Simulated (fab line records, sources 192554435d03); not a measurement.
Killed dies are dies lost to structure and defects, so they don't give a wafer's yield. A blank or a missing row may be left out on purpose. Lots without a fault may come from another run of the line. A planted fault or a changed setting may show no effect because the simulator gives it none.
Which tool did it? | flow n5_finfet | 10 lots, 30 wafers sampled, at 2 steps of a route of 1938

WHAT THE GAUGES READ, wafer by wafer
N5_BEOL_M13_RS_MEAS_54: measures by four-point-probe. Usual: M13_RS 0.0447 ohm/sq, standard deviation 0.0007.
lot  | measured     | on            | M13_RS (ohm/sq)      | flag
L112 | day 10 20:36 | film_metro-01 | 0.0451 0.0451 0.0450 |
L111 | day 11 01:29 | film_metro-01 | 0.0434 0.0450 0.0449 |
L115 | day 12 03:44 | film_metro-01 | 0.0440 0.0456 0.0458 |
L114 | day 12 15:44 | film_metro-01 | 0.0446 0.0450 0.0450 |
L120 | day 13 07:26 | film_metro-01 | 0.0452 0.0449 0.0448 |
L123 | day 14 05:31 | film_metro-02 | 0.0449 0.0443 0.0444 |
L125 | day 14 23:26 | film_metro-02 | 0.0434 0.0440 0.0446 |
L126 | day 15 06:28 | film_metro-02 | 0.0459 0.0442 0.0447 |
L130 | day 16 01:22 | film_metro-01 | 0.0448 0.0445 0.0441 |
L132 | day 16 18:48 | film_metro-01 | 0.0445 0.0453 0.0456 |

WHICH TOOL RAN EACH LOT (tool, then ch and the chambers of the sampled wafers, then the start)
lot  | N5_BEOL_M13_CMP_49
L112 | cmp-02 ch 0,2,3, day 10 20:11
L111 | cmp-02 ch 2,3, day 11 01:04
L115 | cmp-03 ch 0,2, day 12 03:19
L114 | cmp-03 ch 0,1,2, day 12 15:20
L120 | cmp-04 ch 0,1,2, day 13 07:01
L123 | cmp-02 ch 2,3, day 14 05:08
L125 | cmp-02 ch 1,2, day 14 23:01
L126 | cmp-02 ch 0,2,3, day 15 06:05
L130 | cmp-04 ch 2,3, day 16 00:56
L132 | cmp-04 ch 0,2,3, day 16 18:28
- N5_BEOL_M13_CMP_49: polishes, stops on SiOC, t overpolish 17.1 s, target thk 420 nm.

WHAT THE TOOLS THEMSELVES READ (means of the sampled wafers that have a number; where no wafer has one, the mark that the record gives instead)
N5_BEOL_M13_CMP_49. Usual: barrier_field_endpoint_s 30.5 s, standard deviation 0.79; motor_current_A 5.9 A, standard deviation 0.54; overpolish_run_s 17.101 s, standard deviation 0.009.
lot  | tool   | barrier_field_endpoint_s (s) | motor_current_A (A) | overpolish_run_s (s) | flag
L112 | cmp-02 | 30.2                         | 5.9                 | 17.092               |
L111 | cmp-02 | 29.4                         | 5.7                 | 17.093               |
L115 | cmp-03 | 30.0                         | 5.5                 | 17.107               |
L114 | cmp-03 | 31.6                         | 5.4                 | 17.100               |
L120 | cmp-04 | 30.1                         | 5.8                 | 17.101               |
L123 | cmp-02 | 29.9                         | 5.6                 | 17.102               |
L125 | cmp-02 | 30.5                         | 6.2                 | 17.106               |
L126 | cmp-02 | 30.8                         | 5.9                 | 17.104               |
L130 | cmp-04 | 30.2                         | 6.6                 | 17.102               |
L132 | cmp-04 | 30.5                         | 6.2                 | 17.106               |

THE ANSWER, worked out from the rows above alone
Rule: a lot is off if the mean of its wafers that have a number lies more than 3 standard deviations from the usual mean. A lot without any number at a reading at which 4 lots or more have one is off too. The other lots that the step has rows for count as sound. The gauges are gone through in route order, then the tools' own readings, and for those a lot's mean is taken as printed above. The first step at which some lot is off is used, and at that step the reading that is off furthest; a lot without a number counts as furthest.
No lot is off at any reading shown: from this, nothing can be told.

WHAT THE SIMULATOR HAD PUT IN
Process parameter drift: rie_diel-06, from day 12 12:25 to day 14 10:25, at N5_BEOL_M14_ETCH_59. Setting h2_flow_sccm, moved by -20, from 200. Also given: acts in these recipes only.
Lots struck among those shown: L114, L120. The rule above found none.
